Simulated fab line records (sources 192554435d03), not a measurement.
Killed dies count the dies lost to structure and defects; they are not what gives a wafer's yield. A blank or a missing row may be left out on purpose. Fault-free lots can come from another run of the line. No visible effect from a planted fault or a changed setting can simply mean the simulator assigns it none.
Chamber matching / flow n5Finfet / N5_BEOL_M6_CURE_74 on uvCure-03 has 3 sister chambers
The step cures SiCOH lowk, time 240 s. 3 wafers are shown with their chamber, then 8 later ones without.

== WAFERS WITH THEIR CHAMBER ==
wafer=L079.6 chamber=1 wafer_temp_C_max=388.5
wafer=L082.5 chamber=2 wafer_temp_C_max=387.2
wafer=L086.1 chamber=0 wafer_temp_C_max=386.3

== WAFERS WITHOUT THEIR CHAMBER ==
wafer=L086.2 wafer_temp_C_max=387.0
wafer=L086.4 wafer_temp_C_max=386.4
wafer=L091.1 wafer_temp_C_max=387.5
wafer=L091.3 wafer_temp_C_max=387.5
wafer=L091.4 wafer_temp_C_max=387.4
wafer=L091.2 wafer_temp_C_max=387.6
wafer=L091.5 wafer_temp_C_max=387.4
wafer=L091.6 wafer_temp_C_max=387.0

== CHAMBER TAKEN BY EACH ==
wafer=L086.2; from the rows above=can't be placed: 2 or 0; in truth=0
wafer=L086.4; from the rows above=0; in truth=0
wafer=L091.1; from the rows above=2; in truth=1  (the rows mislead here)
wafer=L091.3; from the rows above=2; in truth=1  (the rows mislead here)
wafer=L091.4; from the rows above=2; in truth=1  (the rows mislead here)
wafer=L091.2; from the rows above=can't be placed: 2 or 1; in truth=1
wafer=L091.5; from the rows above=2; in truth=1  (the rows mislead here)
wafer=L091.6; from the rows above=can't be placed: 2 or 0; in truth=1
1 of 8 placed correctly. These rows do not allow placing 3 (true chamber among the candidates in 2). 4 placed wrongly.
How it was worked out, from the rows above alone: a wafer's distance from a chamber is the root of the sum, over the readings, of the square of ((its reading less the chamber's mean) divided by the reading's scatter). If the next closest chamber is less than 2 further off than the closest, the wafer can't be placed; otherwise it belongs to the closest. For every chamber, the mean is computed from those of its wafers that are shown. The scatter: with one shown wafer a chamber, the root of the mean of the squares of how far each hidden wafer lies from its nearest shown one.
